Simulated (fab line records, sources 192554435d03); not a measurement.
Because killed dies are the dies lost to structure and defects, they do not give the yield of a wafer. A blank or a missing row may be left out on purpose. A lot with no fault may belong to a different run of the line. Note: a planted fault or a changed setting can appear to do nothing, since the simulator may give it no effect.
What tool caused it?	flow n5Finfet	12 lots, 36 wafers sampled, at 6 steps of a route of 1938

== WHAT EACH GAUGE READ, for each wafer ==
N5_BEOL_M4_CD_MEAS_11 targets a cd of 16.79 nm.
lot	measured	on	cdNm (nm)
L075	day 7 10:26	cdSem-01	16.56 16.96 16.62
L077	day 8 05:44	cdSem-03	17.02 16.41 16.86
L079	day 8 17:38	cdSem-01	16.78 16.76 16.68
L081	day 9 10:07	cdSem-03	16.88 16.89 17.08
L084	day 9 15:38	cdSem-02	16.95 16.51 17.09
L085	day 10 02:40	cdSem-03	16.67 16.41 16.95
L086	day 11 02:38	cdSem-02	16.85 16.77 16.68
L089	day 11 20:23	cdSem-02	17.13 17.41 17.08
L091	day 12 03:49	cdSem-01	16.72 17.14 16.94
L092	day 12 07:01	cdSem-01	16.74 16.55 16.75
L094	day 13 02:16	cdSem-03	16.83 16.34 16.75
L096	day 13 22:34	cdSem-02	16.85 16.82 16.74

== WHAT TOOL EACH LOT RAN ON (gives the tool, then ch and the chambers of the sampled wafers, and finally the start) ==
lot	N5_BEOL_M3_SPUTTER_48	N5_BEOL_M3_SPUTTER_92	N5_BEOL_M3_ANNEAL_93	N5_BEOL_M3_SPUTTER_94	N5_BEOL_M3_ANNEAL_51
L075	pvdSputter-03, day 7 06:19	pvdSputter-03, day 7 07:38	pvdSputter-03, day 7 07:43	pvdSputter-03, day 7 07:52	rtpAnneal-02 ch 0, day 7 08:17
L077	pvdSputter-03, day 7 23:28	pvdSputter-03, day 8 00:47	pvdSputter-03, day 8 00:52	pvdSputter-03, day 8 01:00	rtpAnneal-01 ch 0, day 8 01:28
L079	pvdSputter-03, day 8 12:52	pvdSputter-03, day 8 14:11	pvdSputter-03, day 8 14:16	pvdSputter-03, day 8 14:25	rtpAnneal-01 ch 0, day 8 14:50
L081	pvdSputter-01, day 9 05:27	pvdSputter-01, day 9 06:46	pvdSputter-01, day 9 06:51	pvdSputter-01, day 9 06:59	rtpAnneal-01 ch 0, day 9 08:22
L084	pvdSputter-01, day 9 10:04	pvdSputter-01, day 9 11:23	pvdSputter-01, day 9 11:28	pvdSputter-01, day 9 11:36	rtpAnneal-01 ch 0, day 9 12:07
L085	pvdSputter-02, day 9 22:22	pvdSputter-02, day 9 23:41	pvdSputter-02, day 9 23:46	pvdSputter-02, day 9 23:55	rtpAnneal-01 ch 0, day 10 00:31
L086	pvdSputter-02, day 10 22:29	pvdSputter-02, day 10 23:48	pvdSputter-02, day 10 23:53	pvdSputter-02, day 11 00:01	rtpAnneal-01 ch 0, day 11 00:26
L089	pvdSputter-03, day 11 16:41	pvdSputter-03, day 11 18:00	pvdSputter-03, day 11 18:05	pvdSputter-03, day 11 18:13	rtpAnneal-01 ch 0, day 11 18:41
L091	pvdSputter-03, day 11 20:40	pvdSputter-03, day 11 21:59	pvdSputter-03, day 11 22:04	pvdSputter-03, day 11 22:12	rtpAnneal-01 ch 0, day 11 23:59
L092	pvdSputter-01, day 12 01:01	pvdSputter-01, day 12 02:30	pvdSputter-01, day 12 02:35	pvdSputter-01, day 12 02:45	rtpAnneal-02 ch 0, day 12 03:13
L094	pvdSputter-02, day 12 15:32	pvdSputter-02, day 12 16:51	pvdSputter-02, day 12 16:56	pvdSputter-02, day 12 17:04	rtpAnneal-01 ch 0, day 12 17:34
L096	pvdSputter-02, day 13 19:02	pvdSputter-02, day 13 20:22	pvdSputter-02, day 13 20:26	pvdSputter-02, day 13 20:35	rtpAnneal-01 ch 0, day 13 20:59
- N5_BEOL_M3_SPUTTER_48: material Cu, target thk 4.5 nm, time 8.29 s.
- N5_BEOL_M3_SPUTTER_92: material Cu, target thk 4.5 nm, time 8.29 s.
- N5_BEOL_M3_ANNEAL_93: time 240 s.
- N5_BEOL_M3_SPUTTER_94: material Cu, target thk 4.5 nm, time 8.29 s.
- N5_BEOL_M3_ANNEAL_51: time 90 s.

== THE ANSWER, worked out from the rows above alone ==
Rule: the usual values come from the lots themselves. Put in order of their means at a reading, lots are off if they are a third of the lots or fewer, leave a main group of 4 or more, and stand apart from it by a gap of 3 or more times the standard deviation of the main group's means; of several such gaps the widest counts. A main group is skipped when, at the precision printed for the reading in the tables above, its means are all equal. A lot without any number at a reading at which 4 lots or more have one is off too. Any other lot the step has rows for is counted as sound.
Across all readings shown, no lot is off: no conclusion can be drawn from this.

== WHAT WAS PUT IN BY THE SIMULATOR ==
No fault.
